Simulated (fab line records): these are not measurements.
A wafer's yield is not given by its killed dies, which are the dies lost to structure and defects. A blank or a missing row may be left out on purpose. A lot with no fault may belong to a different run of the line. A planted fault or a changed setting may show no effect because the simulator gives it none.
Chamber matching ; flow n5_finfet ; rie_diel-04 running N5_BEOL_M1_ETCH_74: 4 sister chambers
The step etches underlayer in N2/H2, target depth 6.5 nm, time 5.2 s. 4 wafers are shown with their chamber, then 7 later ones without.

EACH WAFER AND ITS CHAMBER
wafer;chamber;drypump_motor_current_A (A)
L082.4;3;6.5
L088.3;0;5.8
L089.1;2;5.7
L089.2;1;5.7

WAFERS WITH NO CHAMBER GIVEN
wafer;drypump_motor_current_A (A)
L089.5;5.7
L093.1;5.8
L093.3;6.4
L093.6;5.8
L097.1;5.7
L097.2;6.5
L097.3;5.8

WHICH CHAMBER EACH ONE RAN IN
wafer;from the rows above;in truth
L089.5;can't be placed: 1 or 2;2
L093.1;0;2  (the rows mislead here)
L093.3;3;3
L093.6;0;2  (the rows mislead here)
L097.1;can't be placed: 1 or 2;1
L097.2;3;3
L097.3;0;0
Placed correctly: 3 of 7. From these rows, 2 cannot be placed; in 2 the true chamber is one of the candidates. 2 placed wrongly.
How it was worked out, from the rows above alone: a wafer's distance from a chamber is the root of the sum, over the readings, of the square of ((its reading less the chamber's mean) divided by the reading's scatter). The wafer belongs to the nearest chamber; if the next one is less than 2 further off, it can't be placed. A chamber's mean is the mean of its shown wafers. The scatter: root of mean squared gap, hidden wafer to nearest shown wafer, with one shown wafer a chamber.
